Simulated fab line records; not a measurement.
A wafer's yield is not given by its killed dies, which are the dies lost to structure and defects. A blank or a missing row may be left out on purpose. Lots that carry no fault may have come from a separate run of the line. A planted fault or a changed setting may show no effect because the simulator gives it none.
One fault seen from 3 desks	flow n5Finfet	numbers are kept per desk, each desk with only its own; the story behind them comes last

== TOOL OWNER'S DESK, lithoTrack-04 ==
The tool's own readings at N5_BEOL_M2_COAT_73 (time 60 s, resist thk 5 nm): means of the sampled wafers that have a number, for each lot that ran on this tool. Marked OUT: a lot whose mean sits more than 4 standard deviations from the usual mean, which makes it out of limits; the brackets give that distance.
Columns: A = heaterPowerTotalW at N5_BEOL_M2_COAT_73, usual 391.5 W; B = plateTempC at N5_BEOL_M2_COAT_73, usual 204.98 C
lot	first seen here	A	B
L915	day 8 13:44	391.4	205.03
L916	day 9 02:08	390.8	204.78
L921	day 10 07:16	393.1	204.92
L922	day 10 10:14	391.6	205.05
L923	day 10 11:36	393.1	205.02
L925	day 11 01:34	422.9 (+24) OUT	217.78 (+91) OUT
L927	day 11 18:02	421.8 (+23) OUT	217.62 (+90) OUT
This desk's finding: out of limits on L925, L927; first on L925, day 11 01:34 (heaterPowerTotalW at N5_BEOL_M2_COAT_73). In limits: L915, L916, L921, L922, L923.

== THE DEFECT DESK ==
For each lot, the counts of the inspections along the route, averaged over the sampled wafers that have a number. Marked OUT: a lot whose mean sits more than 4 standard deviations from the usual mean, which makes it out of limits; the brackets give that distance.
Columns: A = rawDefectCount at N5_BEOL_M2_INSPECT_13, usual 429
lot	first seen here	A
L906	day 6 14:32	355
L911	day 7 22:11	524
L915	day 8 14:12	494
L916	day 9 02:29	486
L918	day 9 23:11	473
L919	day 10 04:18	537
L921	day 10 07:44	352
L922	day 10 10:43	316
L923	day 10 11:57	323
L925	day 11 01:55	354
L927	day 11 18:32	417
This desk's finding: nothing out of limits on any of the 11 lots.

== METROLOGY DESK ==
What the gauges read, lot by lot, whatever tool the lot ran on: means of the sampled wafers that have a number. Marked OUT: a lot whose mean sits more than 4 standard deviations from the usual mean, which makes it out of limits; the brackets give that distance. Readings shown: 7 of its 10, picked as those furthest out on some lot.
Columns: A = DIBL_P at N5_BEOL_M4_RC_MEAS_101, usual 36.0 mV/V; B = IOFF_P at N5_BEOL_M4_RC_MEAS_101, usual 0.21 nA/um; C = ION_N at N5_BEOL_M4_RC_MEAS_101, usual 675 uA/um; D = ION_P at N5_BEOL_M4_RC_MEAS_101, usual 463 uA/um; E = SS_N at N5_BEOL_M4_RC_MEAS_101, usual 71.6 mV/dec; F = SS_P at N5_BEOL_M4_RC_MEAS_101, usual 73.2 mV/dec; G = VT_P at N5_BEOL_M4_RC_MEAS_101, usual -251 mV
lot	first seen here	A	B	C	D	E	F	G
L906	day 7 17:58	35.2	0.17	668	457	71.6	72.7	-253
L911	day 9 01:55	34.4	0.21	667	461	71.4	72.6	-250
L915	day 9 17:47	35.3	0.21	681	468	71.3	73.3	-249
L916	day 10 11:14	34.5	0.16	664	452	70.9	72.1	-256
L918	day 11 05:25	33.5	0.18	663	464	70.9	72.8	-252
L919	day 11 10:50	36.1	0.26	692	480	72.5	73.7	-246
L921	day 11 13:23	37.3	0.23	673	470	71.6	73.8	-246
L922	day 11 15:56	39.2	0.20	686	464	71.4	73.8	-252
L923	day 11 21:04	35.4	0.18	669	458	71.6	73.2	-253
L925	day 12 16:44	35.3	0.20	666	458	71.1	73.2	-252
L927	day 13 10:44	34.4	0.19	677	468	71.2	72.9	-249
This desk's finding: nothing out of limits on any of the 11 lots.

== TAKEN TOGETHER ==
The tool owner's desk had the chance to raise an alarm at day 11 01:34 on L925, L927.
The defect desk saw nothing out of limits.
Metrology desk: nothing out of limits seen.
The defect desk has L925, L927 on record, within its limits.
The metrology desk has L925, L927 on record, within its limits.
The lots listed all ran N5_BEOL_M2_COAT_73 on lithoTrack-04.

== WHAT WAS PUT IN BY THE SIMULATOR ==
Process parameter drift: lithoTrack-04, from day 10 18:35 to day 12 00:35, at N5_BEOL_M2_COAT_73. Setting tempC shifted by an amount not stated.
Shown lots that were struck: L925, L927.
Each desk's first reading out of limits, in hours after the fault started: the tool owner's desk, 7.
